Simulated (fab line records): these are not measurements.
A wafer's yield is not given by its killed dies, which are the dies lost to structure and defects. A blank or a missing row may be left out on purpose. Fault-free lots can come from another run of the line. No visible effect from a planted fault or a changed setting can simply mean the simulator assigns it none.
Chamber matching    flow n5_finfet    N5_BEOL_M5_DEP_56 on pecvd-01 has 3 sister chambers
The step deposits SiCN from 3MS/NH3, target thk 8 nm, time 14 s. 14 wafers are shown with their chamber, then 7 later ones without.

## WAFERS, EACH WITH ITS CHAMBER
wafer   chamber  throttle_valve_pct (%)  showerhead_plenum_p_Torr (Torr)
L074.2  2        8.9                     3.680
L074.3  2        9.0                     3.671
L074.6  2        8.8                     3.666
L078.2  2        8.8                     3.686
L078.3  2        8.7                     3.674
L078.6  2        8.9                     3.683
L079.1  0        9.1                     3.662
L079.4  2        8.7                     3.677
L079.6  0        9.1                     3.658
L084.2  0        8.9                     3.653
L084.3  2        8.7                     3.677
L084.5  2        8.8                     3.679
L090.1  1        9.6                     3.680
L090.5  1        9.7                     3.685

SIGNATURES (means of the wafers above)
reading                   chamber 0  chamber 1  chamber 2  scatter within a chamber
throttle_valve_pct        9.033      9.650      8.811      0.105
showerhead_plenum_p_Torr  3.65767    3.68250    3.67700    0.00563
Rule: a wafer lies at a distance from a chamber equal to the root of the sum of squares, over the readings, of (its reading less the chamber's mean, divided by the reading's scatter). If the next closest chamber is less than 2 further off than the closest, the wafer can't be placed; otherwise it belongs to the closest. The scatter: take each reading less its chamber's mean, square it, sum over the shown wafers, divide by the number of wafers less the number of chambers, and take the root.

## WAFERS WHOSE CHAMBER IS MISSING
wafer   throttle_valve_pct (%)  showerhead_plenum_p_Torr (Torr)
L090.6  9.4                     3.665
L092.1  9.3                     3.655
L092.2  9.9                     3.687
L092.4  8.0                     3.666
L096.2  9.2                     3.643
L096.4  8.1                     3.669
L096.6  9.4                     3.660

## THE CHAMBER EACH PASSED THROUGH
wafer   from the rows above      in truth
L090.6  can't be placed: 0 or 1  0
L092.1  0                        0
L092.2  1                        1
L092.4  can't be placed: 2 or 0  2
L096.2  0                        0
L096.4  2                        2
L096.6  can't be placed: 0 or 1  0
Placed correctly: 4 of 7. Cannot be placed on the basis of these rows: 3; the candidates contain the true chamber in 3. Placed wrongly: 0.
